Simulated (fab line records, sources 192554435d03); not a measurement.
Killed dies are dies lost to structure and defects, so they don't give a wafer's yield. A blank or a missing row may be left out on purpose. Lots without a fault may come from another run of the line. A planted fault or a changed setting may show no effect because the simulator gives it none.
One fault seen from 3 desks | flow n5_finfet | each desk has only its own numbers; what lay behind them comes last

THE TOOL OWNER'S DESK: litho_track-02
The tool's own readings at N5_SDB_COAT_03 (time 60 s, resist thk 100 nm): means of the sampled wafers that have a number, for each lot that ran on this tool. A lot is out of limits, marked OUT, if its mean lies more than 4 standard deviations from the usual mean; the brackets give that distance.
Columns: A = spin_speed_rpm at N5_SDB_COAT_03, usual 1499.8 rpm
lot  | first seen here | A
L340 | day 6 04:40     | 1498.2
L341 | day 6 20:13     | 1501.6
L343 | day 7 02:08     | 1324.5 (-99 or more) OUT
L344 | day 7 17:40     | 1325.0 (-99 or more) OUT
This desk's finding: out of limits on L343, L344; first on L343, day 7 02:08 (spin_speed_rpm at N5_SDB_COAT_03). In limits: L340, L341.

THE DEFECT DESK
What the inspections along the route counted, lot by lot: means of the sampled wafers that have a number. A lot is out of limits, marked OUT, if its mean lies more than 4 standard deviations from the usual mean; the brackets give that distance.
Columns: A = raw_defect_count at N5_ILD0_INSPECT_06, usual 39
lot  | first seen here | A
L331 | day 3 21:09     | 21
L333 | day 4 12:54     | 28
L334 | day 4 19:04     | 29
L337 | day 5 16:37     | 28
L340 | day 6 04:32     | 24
L341 | day 6 20:06     | 24
L343 | day 7 02:01     | 44
L345 | day 7 12:02     | 43
L344 | day 7 17:32     | 39
L349 | day 8 13:34     | 53
L352 | day 9 05:00     | 39
This desk's finding: nothing out of limits on any of the 11 lots.

THE METROLOGY DESK
What the gauges read, lot by lot, whatever tool the lot ran on: means of the sampled wafers that have a number. A lot is out of limits, marked OUT, if its mean lies more than 4 standard deviations from the usual mean; the brackets give that distance.
Columns: A = thk_nm at N5_ILD0_THK_MEAS_04, usual 197.3 nm
lot  | first seen here | A
L331 | day 3 17:35     | 196.7
L333 | day 4 09:20     | 197.9
L334 | day 4 15:14     | 197.1
L337 | day 5 12:52     | 196.7
L340 | day 6 00:59     | 197.6
L341 | day 6 16:29     | 197.1
L343 | day 6 22:27     | 198.0
L345 | day 7 08:28     | 197.4
L344 | day 7 13:59     | 197.6
L349 | day 8 09:37     | 196.7
L352 | day 9 01:26     | 198.3
This desk's finding: nothing out of limits on any of the 11 lots.

PUT TOGETHER
The tool owner's desk could have raised an alarm at day 7 02:08, on L343, L344.
The defect desk saw nothing out of limits.
The metrology desk saw nothing out of limits.
The defect desk has L343, L344 on record, within its limits.
The metrology desk has L343, L344 on record, within its limits.
Of the lots named, all ran N5_SDB_COAT_03 on litho_track-02.

WHAT THE SIMULATOR HAD PUT IN
Process parameter drift: litho_track-02, from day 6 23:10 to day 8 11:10, at N5_SDB_COAT_03. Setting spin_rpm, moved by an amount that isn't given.
Lots struck among those shown: L343, L344.
Hours from the fault's start to each desk's first reading out of limits: the tool owner's desk, 3.
